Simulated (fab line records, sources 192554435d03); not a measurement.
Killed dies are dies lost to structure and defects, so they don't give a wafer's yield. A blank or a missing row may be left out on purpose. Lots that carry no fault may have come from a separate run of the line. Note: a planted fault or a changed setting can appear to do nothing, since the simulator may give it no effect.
Split-lot experiment + flow n5Finfet + 7 lots, 21 wafers read, on a route of 1938 steps

== SPLIT DETAILS ==
At N5_BEOL_M9_ETCH_66 (etches SOC in N2/H2, target depth 80 nm, overetch 16 nm, time 120 s), the setting biasW was moved away from the recipe's 150 W on 6 of the 21 wafers read, by -16.3% to +7.8%. The other wafers ran this setting at the recipe's value.

Reading taken at the split's own step.

== THE READING ==
rfVppV, in V, at N5_BEOL_M9_ETCH_66 (etches SOC in N2/H2, target depth 80 nm, overetch 16 nm, time 120 s). On this fab line, fault-free wafers typically give 524.7 V with a standard deviation of 2.7 V.

| wafer  | tool, chamber at the split | biasW as run, W | against the recipe | rfVppV, V | against lot-mates on the recipe |
|--------|----------------------------|-----------------|--------------------|-----------|---------------------------------|
| L080.2 | rieDiel-03, 2              | 150             | recipe             | 527.4     | -                               |
| L080.3 | rieDiel-03, 0              | 161.7           | +7.8%              | 555.1     | +27.7                           |
| L080.4 | rieDiel-03, 1              | 161.7           | +7.8%              | 551.8     | +24.4                           |
| L081.1 | rieDiel-03, 3              | 150             | recipe             | 521.0     | -                               |
| L081.4 | rieDiel-03, 0              | 126.1           | -15.9%             | 473.3     | -47.7                           |
| L081.5 | rieDiel-03, 2              | 126.1           | -15.9%             | 472.9     | -48.1                           |
| L085.1 | rieDiel-01, 3              | 150             | recipe             | 525.7     | -                               |
| L085.2 | rieDiel-01, 2              | 150             | recipe             | 522.6     | -                               |
| L085.5 | rieDiel-01, 3              | 150             | recipe             | 524.0     | -                               |
| L086.2 | rieDiel-04, 3              | 150             | recipe             | 519.2     | -                               |
| L086.4 | rieDiel-04, 1              | 150             | recipe             | 520.5     | -                               |
| L086.6 | rieDiel-04, 0              | 150             | recipe             | 525.9     | -                               |
| L089.3 | rieDiel-01, 0              | 125.5           | -16.3%             | 469.6     | -56.6                           |
| L089.4 | rieDiel-01, 3              | 150             | recipe             | 523.4     | -                               |
| L089.6 | rieDiel-01, 0              | 150             | recipe             | 529.1     | -                               |
| L088.3 | rieDiel-04, 3              | 150             | recipe             | 519.3     | -                               |
| L088.4 | rieDiel-04, 0              | 150             | recipe             | 526.5     | -                               |
| L088.5 | rieDiel-04, 3              | 150             | recipe             | 518.8     | -                               |
| L097.1 | rieDiel-01, 0              | 150             | recipe             | 526.7     | -                               |
| L097.3 | rieDiel-01, 1              | 150             | recipe             | 529.2     | -                               |
| L097.6 | rieDiel-01, 3              | 158.4           | +5.6%              | 542.9     | +14.9                           |

THE FIT
A straight line over all 21 wafers: rfVppV changes by +3.33 V for each +1% of biasW; r = +0.99; the points scatter about the line by 3.4 V.
The same after taking each lot's own level away (the mean of its wafers on the recipe; 21 wafers): +3.17 V for each +1%; r = +0.99; scatter 2.7 V.
On that fit, the largest move of biasW shifts the reading by 52 V.
Across the lots, their own levels run from 521.00 to 527.95 V, a range of 2.6 times the standard deviation given above.
Hence the lot-to-lot level has little effect on the slope; both slopes agree.
Check: with one of the wafers moved furthest among these (-16.3%) left out of the fit, the line predicts -49.7 V for it against its lot-mates. Against them it came out at -56.6 V.
Tool readings at the split's step, against how far the setting was moved: rfVppV r = +0.99.

== FURTHER SPLITS ON THESE WAFERS ==
Note: prior to the reading, these wafers also went through further splits. Each is held against what the fit with the lots' levels taken away leaves over:
| other split on the same wafers | wafers away from the commonest value | r with rfVppV (lot level and that fit taken away) |
|--------------------------------|--------------------------------------|---------------------------------------------------|
| N5_BEOL_M7_DESCUM_33 timeS     | 9                                    | +0.17                                             |
| N5_BEOL_M8_ILD_DEP_00 timeS    | 7                                    | +0.04                                             |
| N5_BEOL_M9_ETCH_65 biasW       | 6                                    | +0.06                                             |

== THE WHOLE CHAIN: every reading that the file lists as answering this split, in the file's order ==
| step               | what it does                                                        | reading                                                                         | change (the file's fit)               | r (the file's) |
|--------------------|---------------------------------------------------------------------|---------------------------------------------------------------------------------|---------------------------------------|----------------|
| N5_BEOL_M9_ETCH_66 | etches SOC in N2/H2, target depth 80 nm, overetch 16 nm, time 120 s | rfVppV                                                                          | +3.22 V for each +1% of the setting   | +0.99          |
| N5_BEOL_M9_ETCH_66 | etches SOC in N2/H2, target depth 80 nm, overetch 16 nm, time 120 s | SiARC_of_BEOL_M9_COAT_64.thkNm (the simulator's own value, which no gauge read) | -0.076 nm for each +1% of the setting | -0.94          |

== FILE'S OWN FIT ==
rfVppV changes by +3.22 V for each +1% of biasW, r = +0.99.
